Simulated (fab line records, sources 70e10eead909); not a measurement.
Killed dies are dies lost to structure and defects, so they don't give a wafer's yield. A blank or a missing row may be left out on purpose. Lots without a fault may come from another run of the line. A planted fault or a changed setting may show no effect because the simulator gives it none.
fab line records | flow nand_harc
record lots=6 wafers=18 last_day=25
route steps=1159 shown A_SGD_CUT@760 END@1159
lots that met no fault: from a run of the same line without faults
start_h: hours from the record's first day to the start of the lot's first wafer shown | wait_h: hours since the lot's step before | " the same as in the row above | L1.1+2: a row that stands for several wafers | - no value, or no start given | * or withheld: withheld | < > ~ a bound
route shown NAME@n: a module of which the file shows steps, and the number in the route of the first | usual: mean/standard deviation of fault-free wafers | same: alike in all rows | chamber/n: place in a boat | sites: the reading at each site | _std_site: their standard deviation | _edge_site: outer sites' mean less inner sites' | radius_mm: how far each site lies from the wafer's centre | mask NAME#n: copy n | behind: the tool/chamber that last shaped the wafer | hold: why the lot was held/for how many hours/how that ended | device: the transistor (n, p or np) that didn't switch | end of line: the same wafers' tests at the end of the route | a step without rows: its recipe alone | killed: dies lost to structure and defects at the first sort, not the wafer's yield | map: a wafer's dies, x killed, . not, _ none there
set.NAME: the setting as run; set.NAME@STEP: as run at that earlier step | model.NAME: the simulator's own value behind a step, which no gauge read
lots at some steps of the route; a table a step, a row a wafer
services: from which hour (start_h, from the record's first day; less than 0 if before it) a tool's chamber was out of use, for how many hours, and why
## steps
# step NHARC_A_SGD_CUT_INSPECT_11
# usual raw_defect_count=18/8.9
# columns lot.wafer tool chamber start_h wait_h raw_defect_count
L561.2 defect_inspect-02 - 337.00 0.0 12
L561.4 " - " " 9
L561.5 " - " " 12
L558.2 defect_inspect-01 - 339.03 0.0 9
L558.3 " - " " 12
L558.4 " - " " 13
L566.2 defect_inspect-01 - 377.34 0.0 36
L566.3 " - " " 32
L566.5 " - " " 27
L565.3 defect_inspect-02 - 377.49 0.0 31
L565.4 " - " " 25
L565.6 " - " " 24
L576.3 defect_inspect-01 - 441.69 0.0 17
L576.5 " - " " 13
L576.6 " - " " 11
L578.3 defect_inspect-01 - 446.26 0.0 16
L578.5 " - " " 19
L578.6 " - " " 17
# step NHARC_A_SGD_CUT_DESCUM_14
# recipe time_s=3 o2_flow_sccm=200 ar_flow_sccm=0 bias_power_w=0 chemistry=O2
# usual drypump_motor_current_A=5.8/0.43 oes_product_au=0.996/0.0099 rf_vpp_V=57.8/0.93 showerhead_plenum_p_Torr=1.94/0.06 throttle_valve_pct=11.310/0.0082
# columns lot.wafer tool chamber start_h wait_h drypump_motor_current_A oes_product_au rf_hours_counter_h rf_vpp_V showerhead_plenum_p_Torr throttle_valve_pct
L561.2 rie_diel-02 1 337.06 0.1 5.0 0.987 0 57.1 1.90 11.319
L561.4 " 0 " " 5.6 0.985 0 56.4 1.98 11.302
L561.5 " 1 " " 5.0 0.980 - 58.8 1.90 11.297
L558.2 rie_diel-02 2 339.09 0.1 5.2 1.018 0 56.0 1.89 11.308
L558.3 " 0 " " 5.7 1.003 0 56.8 1.99 11.299
L558.4 " 1 " " 5.0 0.991 0 57.9 1.90 11.310
L566.3 rie_diel-02 2 377.40 0.1 5.3 1.006 3 58.0 1.89 11.319
L566.2 " 0 " " 5.6 0.984 3 57.3 1.98 11.303
L566.5 " 2 " " 5.3 1.011 - 58.6 1.89 11.306
L565.3 rie_diel-09 2 377.55 0.1 6.2 0.991 15 58.8 1.95 11.295
L565.4 " 1 " " 6.5 0.996 15 57.9 1.95 11.317
L565.6 " 2 " " 6.2 0.988 - 57.5 1.95 11.314
L576.3 rie_diel-09 0 441.80 0.1 6.0 1.003 0 57.1 1.92 11.321
L576.5 " 3 " " 5.9 1.002 - 58.4 2.00 11.305
L576.6 " 0 " " 6.0 1.006 - 59.8 1.92 11.306
L578.3 rie_diel-02 2 446.35 0.1 5.3 1.006 9 57.4 1.88 11.319
L578.6 " 3 " " 5.6 0.994 - 56.4 1.77 11.322
L578.5 " 0 " " 5.6 0.995 - 57.9 1.98 11.288
# step NHARC_A_SGD_CUT_ETCH_58
# recipe target_depth_a=390 over_etch_frac=0.3 time_s=65 ion_energy_ev=80 cf4_flow_sccm=150 ar_flow_sccm=0 rf_w=300 bias_w=100 chemistry=CF4
# usual drypump_motor_current_A=5.8/0.44 oes_product_au=0.995/0.0099 rf_vpp_V=151.5/1 showerhead_plenum_p_Torr=1.79/0.05 throttle_valve_pct=13.283/0.0089
# columns lot.wafer tool chamber start_h wait_h drypump_motor_current_A oes_product_au rf_hours_counter_h rf_vpp_V showerhead_plenum_p_Torr throttle_valve_pct
L561.4 rie_diel-02 2 337.16 0.1 5.3 1.002 0 151.1 1.75 13.303
L561.2 " 0 " " 5.6 0.993 0 151.9 1.83 13.288
L561.5 " 2 " " 5.3 1.005 - 150.3 1.75 13.279
L558.2 rie_diel-02 0 339.17 0.1 5.6 0.984 0 151.9 1.83 13.297
L558.3 " 2 " " 5.3 1.004 0 149.3 1.75 13.286
L558.4 " 3 " " 5.5 0.995 0 149.3 1.65 13.280
L566.3 rie_diel-02 3 377.50 0.1 5.5 1.003 2 150.0 1.65 13.279
L566.2 " 0 " " 5.6 0.993 3 150.7 1.83 13.291
L566.5 " 2 " " 5.2 1.007 - 151.7 1.74 13.284
L565.4 rie_diel-09 1 377.65 0.1 6.5 0.994 15 151.7 1.80 13.281
L565.3 " 2 " " 6.2 0.994 15 152.3 1.80 13.283
L565.6 " 3 " " 5.9 0.991 - 151.8 1.85 13.297
L576.3 rie_diel-09 0 441.88 0.1 6.0 1.012 0 149.0 1.77 13.280
L576.6 " 1 " " 6.5 1.017 - 151.8 1.80 13.276
L576.5 " 3 " " 5.9 0.998 - 153.0 1.84 13.288
L578.3 rie_diel-02 2 446.43 0.1 5.3 1.017 9 151.8 1.74 13.287
L578.6 " 3 " " 5.5 1.005 - 148.5 1.65 13.274
L578.5 " 0 " " 5.6 1.005 - 151.1 1.83 13.300
# step NHARC_A_SGD_CUT_ETCH_59
# recipe target_depth_a=2600 over_etch_frac=0.25 time_s=406.25 ion_energy_ev=200 n2_flow_sccm=150 h2_flow_sccm=150 ar_flow_sccm=0 rf_w=400 bias_w=150 chemistry=N2/H2
# usual drypump_motor_current_A=5.8/0.42 oes_product_au=0.996/0.01 rf_vpp_V=431.2/2 showerhead_plenum_p_Torr=2.07/0.066 throttle_valve_pct=14.170/0.0093
# columns lot.wafer tool chamber start_h wait_h drypump_motor_current_A oes_product_au rf_hours_counter_h rf_vpp_V showerhead_plenum_p_Torr throttle_valve_pct
L561.4 rie_diel-02 2 - - 5.2 1.003 0 429.5 2.01 14.174
L561.2 " 3 " " 5.6 1.001 0 426.9 1.89 14.167
L561.5 " 1 " " 5.0 1.005 - 428.8 2.02 14.177
L558.2 rie_diel-02 0 - - 5.7 0.995 0 433.7 2.12 14.164
L558.4 " 1 " " 5.0 0.975 0 430.4 2.02 14.174
L558.3 " 3 " " 5.5 0.992 0 425.0 1.89 14.180
L566.3 rie_diel-02 0 - - 5.6 0.992 3 433.9 2.12 14.160
L566.2 " 3 " " 5.5 1.006 2 425.2 1.89 14.179
L566.5 " 1 " " 5.0 0.970 - 429.9 2.02 14.181
L565.4 rie_diel-09 0 - - 6.0 0.996 11 430.6 2.05 14.160
L565.3 " 1 " " 6.5 1.002 16 430.6 2.08 14.170
L565.6 " 0 " " 6.0 1.008 - 431.0 2.05 14.176
L576.3 rie_diel-09 3 - - 5.8 0.988 0 434.8 2.14 14.178
L576.5 " 0 " " 6.1 0.989 - 430.8 2.05 14.153
L576.6 " 3 " " 5.8 0.994 - 433.4 2.14 14.172
L578.3 rie_diel-02 1 - - 5.0 0.979 10 430.8 2.02 14.162
L578.6 " 2 " " 5.3 1.001 - 429.4 2.01 14.173
L578.5 " 3 " " 5.5 0.990 - 426.8 1.89 14.169
# step NHARC_A_SGD_CUT_ETCH_15
# recipe target_depth_a=750 time_s=64.3 ch3f_flow_sccm=50 o2_flow_sccm=30 ar_flow_sccm=200 rf_w=500 bias_w=100 chemistry=CH3F/O2
# usual drypump_motor_current_A=5.8/0.44 oes_product_au=0.962/0.015 rf_vpp_V=264.2/1.3 showerhead_plenum_p_Torr=2.49/0.076 throttle_valve_pct=20.662/0.0095
# columns lot.wafer tool chamber start_h wait_h drypump_motor_current_A oes_product_au rf_hours_counter_h rf_vpp_V showerhead_plenum_p_Torr throttle_valve_pct
L561.2 rie_diel-02 2 - - 5.3 0.967 0 263.0 2.43 20.652
L561.4 " 0 " " 5.6 0.970 0 263.9 2.55 20.667
L561.5 " 3 " " 5.6 0.971 - 261.8 2.29 20.658
L558.3 rie_diel-02 1 - - 5.0 0.963 1 262.9 2.44 20.642
L558.2 " 2 " " 5.3 0.973 1 263.0 2.43 20.660
L558.4 " 0 " " 5.7 0.971 1 263.8 2.55 20.655
L566.3 rie_diel-02 3 - - 5.6 0.961 2 260.9 2.29 20.665
L566.2 " 0 " " 5.7 0.963 3 264.1 2.55 20.667
L566.5 " 3 " " 5.5 0.965 - 262.3 2.29 20.679
L565.3 rie_diel-09 2 - - 6.2 0.961 16 264.6 2.50 20.648
L565.4 " 3 " " 5.9 0.951 16 265.8 2.57 20.656
L565.6 " 1 " " 6.5 0.984 - 264.1 2.51 20.664
L576.3 rie_diel-09 0 - - 6.0 0.952 0 265.3 2.47 20.640
L576.5 " 3 " " 5.8 0.950 - 266.9 2.57 20.665
L576.6 " 0 " " 6.0 0.949 - 263.6 2.47 20.667
L578.3 rie_diel-02 1 - - 5.0 0.960 10 263.7 2.43 20.681
L578.6 " 2 " " 5.3 0.988 - 262.0 2.42 20.650
L578.5 " 3 " " 5.6 0.955 - 261.9 2.28 20.668
# step NHARC_A_SGD_CUT_ETCH_16
# recipe target_depth_a=3105 time_s=155.2 c4f8_flow_sccm=withheld o2_flow_sccm=8 ar_flow_sccm=withheld rf_w=600 bias_w=800 chemistry=C4F8/O2/Ar
# usual oes_product_au=0.970/0.014 rf_vpp_V=724/3.2
# columns lot.wafer tool chamber start_h wait_h oes_product_au rf_hours_counter_h rf_vpp_V
L561.2 rie_diel-02 1 - - 0.958 0 722
L561.4 " 0 " " 0.974 0 727
L561.5 " 2 " " 0.976 - 721
L558.2 rie_diel-02 2 - - 0.981 1 722
L558.3 " 0 " " 0.981 1 727
L558.4 " 1 " " 0.978 1 723
L566.3 rie_diel-02 0 - - 0.982 3 726
L566.2 " 2 " " 0.974 3 723
L566.5 " 3 " " 0.975 - 717
L565.3 rie_diel-09 1 - - 0.991 16 724
L565.4 " 2 " " 0.985 16 725
L565.6 " 0 " " 0.993 - 724
L576.3 rie_diel-09 1 - - 0.968 0 726
L576.6 " 3 " " 0.972 - 728
L576.5 " 0 " " 0.977 - 723
L578.3 rie_diel-02 0 - - 0.968 10 727
L578.5 " 3 " " 0.969 - 716
L578.6 " 0 " " 0.960 - 726
# step NHARC_A_SGD_CUT_STRIP_60
# recipe c4f8_flow_sccm=withheld o2_flow_sccm=8 ar_flow_sccm=withheld bias_w=0 chemistry=C4F8/O2/Ar
# step NHARC_A_SGD_CUT_STRIP_17
# recipe o2_flow_sccm=500 ar_flow_sccm=0 bias_w=0 chemistry=O2
# step NHARC_A_SGD_CUT_PRECLEAN_18
# recipe time_s=* temp_c=50 bath_age_min=0 chemistry=SC1
# step NHARC_A_SGD_CUT_SRD_19
# step NHARC_A_SGD_CUT_DEP_20
# recipe target_thk_a=1500 temp_c=65 material=SiO2
# step NHARC_A_SGD_CUT_ANNEAL_27
# recipe temp_c=450 time_s=1800
# step NHARC_A_SGD_CUT_CMP_21
# recipe target_thk_nm=148.19
# usual edge_zone_pressure_frac=1.000/0.0047 motor_current_A=12.3/0.94 time_to_endpoint_s=52/3.2
# columns lot.wafer tool chamber start_h wait_h edge_zone_pressure_frac motor_current_A time_to_endpoint_s
L561.4 cmp-03 1 346.19 0.4 0.997 12.7 46
L561.2 " 0 " " 0.998 12.2 50
L561.5 " 2 " " 1.001 12.8 55
L558.4 cmp-01 0 346.19 0.4 1.002 14.5 53
L558.3 " 1 " " 1.007 11.9 56
L558.2 " 3 " " 1.000 13.0 54
L566.2 cmp-03 3 383.66 0.4 - - -
L566.3 " 2 " " - - -
L566.5 " 0 " " - - -
L565.3 cmp-04 3 383.69 0.4 - - -
L565.4 " 1 " " - - -
L565.6 " 2 " " - - -
L576.3 cmp-01 1 447.43 0.4 0.993 11.8 56
L576.5 " 0 " " 1.001 14.3 57
L576.6 " 1 " " 0.996 12.2 53
L578.3 cmp-04 0 454.33 0.4 0.996 14.1 51
L578.6 " 0 " " 0.994 13.3 51
L578.5 " 1 " " 0.994 11.0 49
# step NHARC_END_SORT_01
# recipe temp_c=25
# usual killed_at_array=29/10 killed_at_other=0.7/1.1 killed_at_periphery=3.2/2.2 killed_dies=33/11 killed_open=3.5/1.8 killed_short=2.0/1.4
# same gross_dies=677
# columns lot.wafer tool chamber start_h wait_h killed_at_array killed_at_other killed_at_periphery killed_dies killed_open killed_short
L561.2 prober-01 0 498.88 2.8 41 2 3 46 5 3
L561.4 prober-01 0 500.49 3.4 23 0 5 28 4 3
L561.5 prober-01 0 501.29 3.7 30 3 2 35 4 1
L565.3 prober-01 0 507.52 3.1 675 0 2 677 5 3
L565.4 prober-01 0 508.31 3.4 672 0 5 677 6 3
L565.6 prober-01 0 509.90 4.0 673 3 1 677 2 0
L566.2 prober-02 0 514.73 2.8 668 0 9 677 4 5
L566.3 prober-02 0 515.52 3.1 671 1 5 677 1 1
L566.5 prober-02 0 517.11 3.7 671 1 5 677 7 0
L576.3 prober-02 0 575.83 3.1 51 0 1 52 2 1
L576.5 prober-02 0 577.43 3.7 41 2 0 43 3 1
L576.6 prober-02 0 578.23 4.0 35 3 1 39 2 3
# killed by level:class
L561.2 A_SLIT:chamber_film_flake=22 A_CHANNEL_HOLE_D1:chamber_film_flake=5 A_STAIRCASE:chamber_film_flake=3 A_SGD_CUT:chamber_film_flake=2 A_CONTACT:chamber_film_flake=2 THIN_TSV:chamber_film_flake=2 P_GATE:geometric_particle:open=1 P_M0:geometric_particle:open=1
L561.4 A_SLIT:chamber_film_flake=8 A_STAIRCASE:chamber_film_flake=3 A_WL_FILL:geometric_particle:short=2 P_BONDPAD:chamber_film_flake=2 A_CHANNEL_HOLE_D1:chamber_film_flake=2 A_SGD_CUT:chamber_film_flake=2 A_CONTACT:chamber_film_flake=2 P_M1:geometric_particle:open=1
L561.5 A_SLIT:chamber_film_flake=12 A_CHANNEL_HOLE_D1:chamber_film_flake=5 A_SGD_CUT:chamber_film_flake=3 A_CONTACT:chamber_film_flake=3 THIN_TSV:chamber_film_flake=3 A_STAIRCASE:chamber_film_flake=2 P_M2:geometric_particle:open=1 A_ONON_D1:geometric_particle:short=1
L565.3 A_SGD_CUT:area_cmp=647 A_CHANNEL_HOLE_D1:chamber_film_flake=19 A_CONTACT:chamber_film_flake=2 P_CONTACT:geometric_particle:short=1 P_CONTACT:geometric_particle:open=1 A_SOURCE_PLATE:geometric_particle:open=1 A_CHANNEL_FILL_D1:geometric_particle:open=1 A_SGD_CUT:geometric_particle:open=1
L565.4 A_SGD_CUT:area_cmp=645 A_CHANNEL_HOLE_D1:chamber_film_flake=14 A_SLIT:chamber_film_flake=3 P_GATE:geometric_particle:open=2 P_ZERO_WELL:chamber_film_flake=2 A_STAIRCASE:chamber_film_flake=2 A_SOURCE_PLATE:geometric_particle:open=1 A_ONON_D1:geometric_particle:short=1
L565.6 A_SGD_CUT:area_cmp=655 A_CHANNEL_HOLE_D1:chamber_film_flake=11 A_STAIRCASE:chamber_film_flake=3 A_CONTACT:chamber_film_flake=2 THIN_TSV:chamber_film_flake=2 A_CHANNEL_FILL_D1:geometric_particle:open=1 P_GATE:chamber_film_flake=1 STARTING-WAFER:geometric_particle:open=1
L566.2 A_SGD_CUT:area_cmp=627 A_CHANNEL_HOLE_D1:chamber_film_flake=17 A_SLIT:chamber_film_flake=8 A_STAIRCASE:chamber_film_flake=5 A_CONTACT:chamber_film_flake=5 P_M2:chamber_film_flake=4 A_CONTACT:geometric_particle:short=2 P_GATE:chamber_film_flake=2
L566.3 A_SGD_CUT:area_cmp=630 A_CHANNEL_HOLE_D1:chamber_film_flake=18 A_SLIT:chamber_film_flake=14 A_STAIRCASE:chamber_film_flake=6 P_M2:chamber_film_flake=3 P_GATE:chamber_film_flake=2 A_ONON_D1:geometric_particle:short=1 A_SLIT:geometric_particle:open=1
L566.5 A_SGD_CUT:area_cmp=641 A_CHANNEL_HOLE_D1:chamber_film_flake=15 A_STAIRCASE:chamber_film_flake=4 A_ONON_D1:geometric_particle:open=3 P_M2:chamber_film_flake=3 A_CONTACT:geometric_particle:open=2 A_SLIT:chamber_film_flake=2 A_CONTACT:chamber_film_flake=2
L576.3 A_SLIT:chamber_film_flake=20 A_SGD_CUT:chamber_film_flake=8 A_CONTACT:chamber_film_flake=8 A_CHANNEL_HOLE_D1:chamber_film_flake=5 A_ZERO_WELL:chamber_film_flake=3 A_STAIRCASE:chamber_film_flake=3 A_WL_FILL:chamber_film_flake=2 P_CONTACT:geometric_particle:open=1
L576.5 A_SLIT:chamber_film_flake=23 A_CHANNEL_HOLE_D1:chamber_film_flake=4 A_CONTACT:chamber_film_flake=3 A_CHANNEL_FILL_D1:chamber_film_flake=2 A_SGD_CUT:chamber_film_flake=2 THIN_TSV:chamber_film_flake=2 A_ONON_D1:geometric_particle:open=1 A_SLIT:geometric_particle:open=1
L576.6 A_SLIT:chamber_film_flake=13 A_CHANNEL_HOLE_D1:chamber_film_flake=8 A_SGD_CUT:chamber_film_flake=5 A_CONTACT:chamber_film_flake=4 THIN_TSV:chamber_film_flake=2 P_M1:geometric_particle:short=1 A_ONON_D1:geometric_particle:short=1 A_CHANNEL_HOLE_D1:geometric_particle:open=1
# map L565.3 (x killed, . not)
____________x____________
_________xxxxxxx_________
_______xxxxxxxxxxx_______
______xxxxxxxxxxxxx______
_____xxxxxxxxxxxxxxx_____
____xxxxxxxxxxxxxxxxx____
____xxxxxxxxxxxxxxxxx____
___xxxxxxxxxxxxxxxxxxx___
___xxxxxxxxxxxxxxxxxxx___
__xxxxxxxxxxxxxxxxxxxxx__
__xxxxxxxxxxxxxxxxxxxxx__
_xxxxxxxxxxxxxxxxxxxxxxx_
_xxxxxxxxxxxxxxxxxxxxxxx_
_xxxxxxxxxxxxxxxxxxxxxxx_
_xxxxxxxxxxxxxxxxxxxxxxx_
_xxxxxxxxxxxxxxxxxxxxxxx_
xxxxxxxxxxxxxxxxxxxxxxxxx
xxxxxxxxxxxxxxxxxxxxxxxxx
xxxxxxxxxxxxxxxxxxxxxxxxx
xxxxxxxxxxxxxxxxxxxxxxxxx
xxxxxxxxxxxxxxxxxxxxxxxxx
_xxxxxxxxxxxxxxxxxxxxxxx_
_xxxxxxxxxxxxxxxxxxxxxxx_
_xxxxxxxxxxxxxxxxxxxxxxx_
_xxxxxxxxxxxxxxxxxxxxxxx_
_xxxxxxxxxxxxxxxxxxxxxxx_
__xxxxxxxxxxxxxxxxxxxxx__
__xxxxxxxxxxxxxxxxxxxxx__
___xxxxxxxxxxxxxxxxxxx___
___xxxxxxxxxxxxxxxxxxx___
____xxxxxxxxxxxxxxxxx____
____xxxxxxxxxxxxxxxxx____
_____xxxxxxxxxxxxxxx_____
______xxxxxxxxxxxxx______
_______xxxxxxxxxxx_______
_________xxxxxxx_________
____________x____________
# map L566.2 (x killed, . not)
____________x____________
_________xxxxxxx_________
_______xxxxxxxxxxx_______
______xxxxxxxxxxxxx______
_____xxxxxxxxxxxxxxx_____
____xxxxxxxxxxxxxxxxx____
____xxxxxxxxxxxxxxxxx____
___xxxxxxxxxxxxxxxxxxx___
___xxxxxxxxxxxxxxxxxxx___
__xxxxxxxxxxxxxxxxxxxxx__
__xxxxxxxxxxxxxxxxxxxxx__
_xxxxxxxxxxxxxxxxxxxxxxx_
_xxxxxxxxxxxxxxxxxxxxxxx_
_xxxxxxxxxxxxxxxxxxxxxxx_
_xxxxxxxxxxxxxxxxxxxxxxx_
_xxxxxxxxxxxxxxxxxxxxxxx_
xxxxxxxxxxxxxxxxxxxxxxxxx
xxxxxxxxxxxxxxxxxxxxxxxxx
xxxxxxxxxxxxxxxxxxxxxxxxx
xxxxxxxxxxxxxxxxxxxxxxxxx
xxxxxxxxxxxxxxxxxxxxxxxxx
_xxxxxxxxxxxxxxxxxxxxxxx_
_xxxxxxxxxxxxxxxxxxxxxxx_
_xxxxxxxxxxxxxxxxxxxxxxx_
_xxxxxxxxxxxxxxxxxxxxxxx_
_xxxxxxxxxxxxxxxxxxxxxxx_
__xxxxxxxxxxxxxxxxxxxxx__
__xxxxxxxxxxxxxxxxxxxxx__
___xxxxxxxxxxxxxxxxxxx___
___xxxxxxxxxxxxxxxxxxx___
____xxxxxxxxxxxxxxxxx____
____xxxxxxxxxxxxxxxxx____
_____xxxxxxxxxxxxxxx_____
______xxxxxxxxxxxxx______
_______xxxxxxxxxxx_______
_________xxxxxxx_________
____________x____________
## services
# columns tool chamber start_h hours kind
rie_diel-02 - 327.76 9.0 pm
rie_diel-02 0 327.76 9.0 vent_cycle
rie_diel-02 1 327.76 9.0 vent_cycle
rie_diel-02 2 327.76 9.0 vent_cycle
rie_diel-02 3 327.76 9.0 vent_cycle
rie_diel-09 0 328.62 4.2 repair
rie_diel-02 0 336.76 - clean
rie_diel-02 1 336.76 - clean
rie_diel-02 2 336.76 - clean
cmp-04 - 337.88 0.6 repair
rie_diel-02 3 349.41 10.2 repair
cmp-03 - 352.00 4.0 pm
rie_diel-02 - 353.71 0.3 repair
cmp-01 - 365.20 0.9 repair
cmp-01 - 375.50 4.0 pm
cmp-01 - 390.25 0.4 repair
rie_diel-09 2 398.02 100.3 repair
cmp-04 - 399.07 4.0 pm
cmp-03 - 414.55 3.9 repair
cmp-01 - 415.29 2.8 repair
cmp-01 - 425.33 1.7 repair
cmp-03 - 429.16 0.6 repair
rie_diel-09 - 431.10 9.0 pm
cmp-03 - 450.00 4.0 pm
## key
first_sign step=NHARC_A_SGD_CUT_CMP_21 reading=tool_record direction=missing
effect step=NHARC_END_SORT_01 reading=killed_at_array direction=up sigmas=63 usual=29 struck=672
more_kills_born_at NHARC_A_SGD_CUT_CMP_21@cmp-04=1947 NHARC_A_SGD_CUT_CMP_21@cmp-03=1898
met_at NHARC_A_SGD_CUT_CMP_21
struck_wafers L565.3,L565.4,L565.6,L566.2,L566.3,L566.5
later_rows_left_out L565.3,L565.4,L565.6,L566.2,L566.3,L566.5
tester_left_out L565,L566
onset_between 346.19 383.66
fault kind=skipped_step_whole tool=cmp-03,cmp-04 chamber=- onset_h=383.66 steps=NHARC_A_SGD_CUT_CMP_21 scope=struck_lots_only
# tester_left_out: of these lots the tester's yield and bins aren't shown, on N5 and GAA mostly nor the transistor test; their killed dies are dies lost to structure and defects alone, not to doping, threshold or leakage, so they don't give the yield
# later_rows_left_out: the simulator's readings of these wafers behind a module that went badly wrong aren't trusted and aren't shown, but for the sort
